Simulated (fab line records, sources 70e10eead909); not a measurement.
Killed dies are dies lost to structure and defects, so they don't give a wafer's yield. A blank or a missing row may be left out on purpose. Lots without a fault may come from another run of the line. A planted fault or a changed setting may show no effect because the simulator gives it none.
fab line records | flow nand_harc
record lots=11 wafers=33 last_day=24
route steps=1159 shown P_GATE@139 P_CONTACT@236
lots that met no fault: from a run of the same line without faults
start_h: hours from the record's first day to the start of the lot's first wafer shown | wait_h: hours since the lot's step before | " the same as in the row above | L1.1+2: a row that stands for several wafers | - no value, or no start given | * or withheld: withheld | < > ~ a bound
route shown NAME@n: a module of which the file shows steps, and the number in the route of the first | usual: mean/standard deviation of fault-free wafers | same: alike in all rows | chamber/n: place in a boat | sites: the reading at each site | _std_site: their standard deviation | _edge_site: outer sites' mean less inner sites' | radius_mm: how far each site lies from the wafer's centre | mask NAME#n: copy n | behind: the tool/chamber that last shaped the wafer | hold: why the lot was held/for how many hours/how that ended | device: the transistor (n, p or np) that didn't switch | end of line: the same wafers' tests at the end of the route | a step without rows: its recipe alone | killed: dies lost to structure and defects at the first sort, not the wafer's yield | map: a wafer's dies, x killed, . not, _ none there
set.NAME: the setting as run; set.NAME@STEP: as run at that earlier step | model.NAME: the simulator's own value behind a step, which no gauge read
steps of the route over a sample of lots; a table a step, a row a wafer
services: from which hour (start_h, from the record's first day; less than 0 if before it) a tool's chamber was out of use, for how many hours, and why
## steps
# step NHARC_P_GATE_PEB_24
# recipe peb_temp_c=100 peb_time_s=65
# usual heater_power_total_W=156.6/0.44 resist_line_temp_C=23.01/0.1
# columns lot.wafer tool chamber start_h wait_h heater_power_total_W resist_line_temp_C
L136.2 litho_track-06 0 85.41 0.1 156.0 23.20
L136.5 " 0 " " 156.6 23.09
L136.6 " 0 " " 156.6 23.14
L137.3 litho_track-01 0 85.56 0.0 156.3 23.13
L137.4 " 0 " " 156.2 23.05
L137.5 " 0 " " 156.6 22.93
L139.1 litho_track-04 0 100.35 0.1 156.6 22.91
L139.3 " 0 " " 156.0 22.82
L139.4 " 0 " " 157.0 22.93
L138.1 litho_track-01 0 100.50 0.1 156.5 23.01
L138.2 " 0 " " 157.1 23.18
L138.5 " 0 " " 156.2 22.98
L142.3 litho_track-01 0 122.57 0.0 156.8 23.03
L142.4 " 0 " " 156.0 22.96
L142.5 " 0 " " 156.9 23.15
L143.1 litho_track-01 0 134.59 0.1 156.1 23.10
L143.4 " 0 " " 157.1 22.98
L143.5 " 0 " " 157.2 22.94
L145.1 litho_track-04 0 140.74 0.1 157.1 22.88
L145.2 " 0 " " 155.9 22.99
L145.6 " 0 " " 156.6 22.90
L148.2 litho_track-04 0 168.69 0.1 156.3 23.09
L148.5 " 0 " " 157.0 23.19
L148.6 " 0 " " 156.7 23.24
L147.1 litho_track-04 0 169.23 0.1 156.3 22.91
L147.4 " 0 " " 155.9 23.02
L147.6 " 0 " " 156.6 23.08
L154.1 litho_track-04 0 199.18 0.1 167.7 23.04
L154.3 " 0 " " 167.1 23.03
L154.6 " 0 " " 167.4 23.03
L156.1 litho_track-04 0 209.07 0.1 167.9 23.03
L156.4 " 0 " " 168.1 22.89
L156.5 " 0 " " 167.5 23.06
# step NHARC_P_GATE_CD_MEAS_26
# recipe target_cd_nm=120 landing_energy_ev=500
# usual cd_nm=119.7/0.57
# columns lot.wafer tool chamber start_h wait_h cd_nm
L136.2 cd_sem-02 0 85.49 - 119.6
L136.5 " 0 " " 120.1
L136.6 " 0 " " 119.9
L137.3 cd_sem-02 0 85.65 - 119.8
L137.4 " 0 " " 119.4
L137.5 " 0 " " 120.3
L139.1 cd_sem-02 0 100.42 - 121.1
L139.3 " 0 " " 120.0
L139.4 " 0 " " 121.1
L138.1 cd_sem-01 0 100.58 - 120.7
L138.2 " 0 " " 119.2
L138.5 " 0 " " 119.5
L142.3 cd_sem-03 0 122.66 - 118.2
L142.4 " 0 " " 118.1
L142.5 " 0 " " 118.8
L143.1 cd_sem-03 0 134.67 - 119.0
L143.4 " 0 " " 119.5
L143.5 " 0 " " 119.6
L145.1 cd_sem-02 0 140.82 - 120.1
L145.2 " 0 " " 119.5
L145.6 " 0 " " 119.4
L148.2 cd_sem-01 0 168.77 - 118.8
L148.5 " 0 " " 119.7
L148.6 " 0 " " 119.9
L147.1 cd_sem-02 0 169.31 - 120.5
L147.4 " 0 " " 119.3
L147.6 " 0 " " 119.8
L154.1 cd_sem-03 0 199.26 - 123.9
L154.3 " 0 " " 124.3
L154.6 " 0 " " 124.1
L156.1 cd_sem-03 0 209.15 - 124.5
L156.4 " 0 " " 124.6
L156.5 " 0 " " 124.8
# step NHARC_P_GATE_CD_MEAS_33
# usual cd_nm=120.5/2
# columns lot.wafer tool chamber start_h wait_h cd_nm
L136.2 cd_sem-02 - 86.51 - 121.7
L136.5 " - " " 120.2
L136.6 " - " " 120.7
L137.3 cd_sem-03 - 86.68 - 119.1
L137.4 " - " " 119.3
L137.5 " - " " 120.0
L139.1 cd_sem-01 - 101.42 - 121.9
L139.3 " - " " 119.2
L139.4 " - " " 123.0
L138.1 cd_sem-01 - 101.56 - 121.2
L138.2 " - " " 120.3
L138.5 " - " " 121.3
L142.3 cd_sem-01 - 123.66 - 119.2
L142.4 " - " " 117.7
L142.5 " - " " 118.0
L143.1 cd_sem-02 - 135.89 - 119.8
L143.4 " - " " 116.1
L143.5 " - " " 120.0
L145.1 cd_sem-01 - 141.87 - 118.5
L145.2 " - " " 119.5
L145.6 " - " " 117.6
L148.2 cd_sem-01 - 170.30 - 122.2
L148.5 " - " " 120.2
L148.6 " - " " 122.7
L147.1 cd_sem-02 - 170.72 - 121.6
L147.4 " - " " 118.1
L147.6 " - " " 122.9
L154.1 cd_sem-01 - 200.91 0.2 128.1
L154.3 " - " " 126.3
L154.6 " - " " 125.1
L156.1 cd_sem-02 - 210.60 - 128.4
L156.4 " - " " 127.7
L156.5 " - " " 126.6
# step NHARC_P_CONTACT_ETCH_35
# recipe target_depth_a=390 over_etch_frac=0.3 time_s=65 ion_energy_ev=80 cf4_flow_sccm=150 ar_flow_sccm=0 rf_w=300 bias_w=100 chemistry=CF4
# usual drypump_motor_current_A=5.5/0.41 mfc_ar_sccm=0.006/0.011 oes_product_au=1.000/0.0062 rf_vpp_V=151.2/1.3 showerhead_plenum_p_Torr=1.77/0.084 throttle_valve_pct=13.284/0.009
# columns lot.wafer tool chamber start_h wait_h drypump_motor_current_A mfc_ar_sccm oes_product_au rf_hours_counter_h rf_vpp_V showerhead_plenum_p_Torr throttle_valve_pct
L136.2 rie_diel-11 0 107.52 0.1 5.9 0.010 1.005 8 152.3 1.85 13.297
L136.6 " 2 " " 6.2 0 1.007 - 151.5 1.79 13.270
L136.5 " 3 " " 5.3 0.017 1.001 - 152.1 1.86 13.276
L137.4 rie_diel-08 1 108.14 0.1 5.8 0 1.011 16 150.2 1.68 13.307
L137.3 " 0 " " 4.9 0 1.006 16 150.0 1.65 13.281
L137.5 " 1 " " 5.8 0 0.999 - 150.3 1.68 13.288
L139.1 rie_diel-08 0 121.01 0.1 4.8 0 1.006 18 148.8 1.65 13.291
L139.4 " 1 " " 5.8 0 0.989 18 150.3 1.68 13.275
L139.3 " 3 " " 5.1 0.036 0.987 19 150.8 1.68 13.284
L138.1 rie_diel-11 0 121.50 0.1 5.9 0.010 0.996 9 152.3 1.84 13.294
L138.2 " 2 " " 6.2 0 0.993 9 152.3 1.79 13.286
L138.5 " 0 " " 5.9 0.010 1.006 - 152.3 1.84 13.282
L142.3 rie_diel-08 2 142.96 0.1 5.5 0 1.004 0 152.0 1.85 13.269
L142.4 " 0 " " 4.9 0 1.004 0 149.5 1.65 13.286
L142.5 " 2 " " 5.5 0 0.994 - 153.0 1.85 13.281
L143.1 rie_diel-08 2 155.42 0.1 5.5 0 0.993 1 154.1 1.85 13.276
L143.4 " 3 " " 5.1 0.036 0.992 2 149.5 1.68 13.282
L143.5 " 0 " " 4.8 0 1.001 - 150.6 1.65 13.284
L145.1 rie_diel-11 2 164.54 0.1 6.2 0 1.016 13 151.5 1.79 13.284
L145.2 " 3 " " 5.3 0.017 1.009 13 152.5 1.86 13.255
L145.6 " 0 " " 5.9 0.010 1.006 - 151.8 1.84 13.285
L147.4 rie_diel-08 1 190.45 0.1 5.8 0 0.993 5 150.9 1.67 13.279
L147.1 " 3 " " 5.1 0.036 0.995 4 150.5 1.67 13.285
L147.6 " 1 " " 5.9 0 1.000 - 150.9 1.67 13.283
L148.2 rie_diel-08 3 191.74 0.1 5.1 0.036 0.997 5 150.8 1.67 13.270
L148.5 " 1 " " 5.8 0 1.008 - 149.6 1.67 13.277
L148.6 " 2 " " 5.5 0 1.003 - 151.0 1.84 13.286
L154.3 rie_diel-05 2 220.53 0.1 5.6 0 0.990 15 150.8 1.77 13.291
L154.1 " 1 " " 6.4 0.006 1.008 16 151.5 1.70 13.288
L154.6 " 2 " " 5.7 0 0.992 - 150.7 1.77 13.273
L156.1 rie_diel-08 1 230.55 0.1 5.8 0 1.003 10 150.1 1.67 13.291
L156.4 " 3 " " 5.1 0.036 1.000 8 149.7 1.67 13.290
L156.5 " 2 " " 5.5 0 1.008 - 152.7 1.84 13.289
# step NHARC_P_CONTACT_ETCH_18
# recipe target_depth_a=4810 time_s=240.5 c4f8_flow_sccm=20 o2_flow_sccm=10 ar_flow_sccm=withheld rf_w=600 bias_w=1500 chemistry=C4F8/O2/Ar
# usual oes_product_au=0.964/0.018 rf_vpp_V=978/6.9
# columns lot.wafer tool chamber start_h wait_h oes_product_au rf_hours_counter_h rf_vpp_V
L136.2 rie_diel-11 1 - - 0.981 8 985
L136.6 " 0 " " 0.952 - 983
L136.5 " 1 " " 0.990 - 983
L137.4 rie_diel-08 0 - - 0.950 16 968
L137.3 " 3 " " 0.959 17 970
L137.5 " 1 " " 0.945 - 971
L139.1 rie_diel-08 0 - - 0.976 18 970
L139.4 " 1 " " 0.954 18 970
L139.3 " 3 " " 0.968 19 971
L138.1 rie_diel-11 3 - - 0.936 9 985
L138.2 " 1 " " 0.940 9 984
L138.5 " 0 " " 0.943 - 984
L142.4 rie_diel-08 0 - - 0.962 0 970
L142.3 " 1 " " 0.976 0 970
L142.5 " 0 " " 0.967 - 969
L143.1 rie_diel-08 2 - - 0.986 1 986
L143.4 " 3 " " 0.954 2 971
L143.5 " 0 " " 0.970 - 970
L145.1 rie_diel-11 0 - - 0.952 13 984
L145.2 " 2 " " 0.965 13 980
L145.6 " 3 " " 0.954 - 985
L147.4 rie_diel-08 2 - - 0.972 5 986
L147.1 " 3 " " 0.987 4 971
L147.6 " 2 " " 0.980 - 984
L148.2 rie_diel-08 0 - - 0.965 6 970
L148.5 " 2 " " 0.977 - 985
L148.6 " 3 " " 0.986 - 969
L154.1 rie_diel-05 2 - - 0.924 16 978
L154.3 " 0 " " 0.923 17 973
L154.6 " 2 " " 0.927 - 979
L156.4 rie_diel-08 0 - - 0.974 10 969
L156.1 " 1 " " 0.980 10 971
L156.5 " 3 " " 0.970 - 970
# step NHARC_P_CONTACT_PVD_32
# recipe target_thk_a=50 chamber_pressure_pa=5 power_w=5000 substrate_temp_c=200 time_s=17.7 material=Ti
# usual cathode_dc_power_W=5000.0/0.86 substrate_temp_c=199.99/0.18 throttle_valve_pct=29.4/0.73
# columns lot.wafer tool chamber start_h wait_h cathode_dc_power_W substrate_temp_c throttle_valve_pct
L136.2 pvd_sputter-02 - - - 5000.5 199.89 29.3
L136.6 " - " " 4999.0 200.00 28.8
L136.5 " - " " 5000.5 200.00 29.2
L137.4 pvd_sputter-02 - - - 5001.0 200.32 29.0
L137.3 " - " " 4998.7 200.17 29.5
L137.5 " - " " 4999.3 200.02 29.5
L139.1 pvd_sputter-02 - - - 4999.9 200.03 29.3
L139.4 " - " " 4999.7 200.09 29.2
L139.3 " - " " 4999.8 200.08 29.5
L138.2 pvd_sputter-01 - - - 5000.3 200.12 29.3
L138.1 " - " " 5001.9 200.02 29.4
L138.5 " - " " 4999.9 199.98 29.2
L142.3 pvd_sputter-03 - - - 5000.9 200.11 29.8
L142.4 " - " " 5000.1 200.13 30.8
L142.5 " - " " 4999.5 199.90 28.9
L143.4 pvd_sputter-01 - - - 5001.5 200.00 29.6
L143.1 " - " " 4999.9 199.93 30.6
L143.5 " - " " 5000.6 199.72 28.9
L145.1 pvd_sputter-02 - - - 4999.9 199.86 29.4
L145.2 " - " " 5000.8 199.85 29.4
L145.6 " - " " 5000.4 200.20 29.5
L147.4 pvd_sputter-02 - - - 5000.0 199.69 29.1
L147.1 " - " " 5000.0 200.04 29.8
L147.6 " - " " 4999.7 199.43 29.6
L148.2 pvd_sputter-02 - - - 5000.6 199.92 29.6
L148.5 " - " " 5000.6 200.40 29.3
L148.6 " - " " 5000.0 200.25 29.3
L154.1 pvd_sputter-01 - - - 4998.7 200.13 29.4
L154.3 " - " " 5000.3 200.15 29.3
L154.6 " - " " 4999.8 199.81 29.2
L156.4 pvd_sputter-01 - - - 4998.7 200.33 30.7
L156.1 " - " " 4999.4 200.12 29.9
L156.5 " - " " 4999.4 200.04 30.4
## services
# columns tool chamber start_h hours kind
pvd_sputter-01 - 79.39 1.1 repair
rie_diel-08 0 79.44 - clean
rie_diel-08 1 79.44 - clean
rie_diel-08 2 79.44 - clean
rie_diel-08 3 79.44 - clean
rie_diel-08 0 84.62 4.7 repair
litho_track-01 - 93.00 7.0 pm
pvd_sputter-03 - 102.00 10.0 pm
rie_diel-08 0 103.94 - clean
rie_diel-08 1 103.94 - clean
rie_diel-08 2 103.94 - clean
rie_diel-08 3 103.94 - clean
litho_track-06 - 117.00 7.0 pm
rie_diel-08 - 124.80 9.0 pm
rie_diel-08 0 124.80 9.0 vent_cycle
rie_diel-08 1 124.80 9.0 vent_cycle
rie_diel-08 2 124.80 9.0 vent_cycle
rie_diel-08 3 124.80 9.0 vent_cycle
litho_track-04 - 141.00 7.0 pm
rie_diel-05 - 163.65 9.0 pm
rie_diel-08 3 169.80 7.6 repair
rie_diel-11 - 189.52 9.0 pm
pvd_sputter-01 - 198.96 10.0 pm
pvd_sputter-02 - 214.00 10.0 pm
## key
first_sign step=NHARC_P_GATE_PEB_24 reading=heater_power_total_W direction=up sigmas=25 usual=* struck=*
effect step=NHARC_P_GATE_CD_MEAS_26 reading=cd_nm direction=up sigmas=8.1 usual=119.7 struck=124.4
effect step=NHARC_P_GATE_CD_MEAS_33 reading=cd_nm direction=up sigmas=3.2 usual=120.5 struck=127.0
met_at NHARC_P_GATE_PEB_24
struck_lots L154,L156
tester_left_out L154,L156
not_acting_at NHARC_P_CONTACT_ETCH_35,NHARC_P_CONTACT_ETCH_18,NHARC_P_CONTACT_PVD_32
onset_between 169.23 199.18
fault kind=process_parameter_drift tool=litho_track-04 chamber=- onset_h=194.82 steps=NHARC_P_GATE_PEB_24 channel=peb_time_s offset=* shape=step end_h=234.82 acts_in=* stated=*
# tester_left_out: of these lots the tester's yield and bins aren't shown, on N5 and GAA mostly nor the transistor test; their killed dies are dies lost to structure and defects alone, not to doping, threshold or leakage, so they don't give the yield
